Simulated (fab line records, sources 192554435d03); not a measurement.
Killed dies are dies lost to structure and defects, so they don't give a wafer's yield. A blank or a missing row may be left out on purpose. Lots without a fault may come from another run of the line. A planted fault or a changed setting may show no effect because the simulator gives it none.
Chamber matching | flow n5_finfet | N5_BEOL_M0_SAQP_PECVD_00 on pecvd-03: 3 sister chambers
The step deposits SiCN from 3MS/NH3, target thk 8 nm, time 14 s. 16 wafers are shown with their chamber, then 8 later ones without.

WAFERS WITH THEIR CHAMBER
wafer  | chamber | showerhead_plenum_p_Torr (Torr) | throttle_valve_pct (%)
L074.2 | 2       | 3.666                           | 8.2
L074.3 | 1       | 3.684                           | 9.3
L074.4 | 2       | 3.675                           | 8.5
L075.1 | 2       | 3.666                           | 8.6
L075.3 | 1       | 3.687                           | 9.6
L075.5 | 0       | 3.662                           | 9.2
L077.1 | 1       | 3.689                           | 9.7
L077.2 | 0       | 3.661                           | 9.5
L077.3 | 2       | 3.666                           | 8.2
L081.1 | 1       | 3.683                           | 9.6
L081.2 | 2       | 3.671                           | 8.5
L081.3 | 0       | 3.653                           | 9.1
L085.1 | 0       | 3.659                           | 9.3
L085.2 | 1       | 3.690                           | 9.6
L085.5 | 2       | 3.665                           | 8.4
L091.2 | 0       | 3.654                           | 9.1

SIGNATURES (means of the wafers above)
reading                  | chamber 0 | chamber 1 | chamber 2 | scatter within a chamber
showerhead_plenum_p_Torr | 3.65780   | 3.68660   | 3.66817   | 0.00375
throttle_valve_pct       | 9.240     | 9.560     | 8.400     | 0.163
Rule: a wafer's distance from a chamber is the root of the sum, over the readings, of the square of ((its reading less the chamber's mean) divided by the reading's scatter). The wafer belongs to the nearest chamber; if the next one is less than 2 further off, it can't be placed. The scatter: the root of (the sum of the squares of (reading less its chamber's mean) over the shown wafers, divided by (wafers less chambers)).

WAFERS WITHOUT THEIR CHAMBER
wafer  | showerhead_plenum_p_Torr (Torr) | throttle_valve_pct (%)
L091.4 | 3.658                           | 9.1
L091.5 | 3.671                           | 8.5
L092.1 | 3.680                           | 9.5
L092.4 | 3.680                           | 9.6
L092.6 | 3.660                           | 8.5
L093.1 | 3.650                           | 9.7
L093.3 | 3.680                           | 8.3
L093.5 | 3.687                           | 9.4

WHICH CHAMBER EACH WENT THROUGH
wafer  | from the rows above | in truth
L091.4 | 0                   | 0
L091.5 | 2                   | 2
L092.1 | 1                   | 1
L092.4 | 1                   | 1
L092.6 | 2                   | 2
L093.1 | 0                   | 0
L093.3 | 2                   | 2
L093.5 | 1                   | 1
Placed correctly: 8 of 8. Can't be placed from these rows: 0. Placed wrongly: 0.
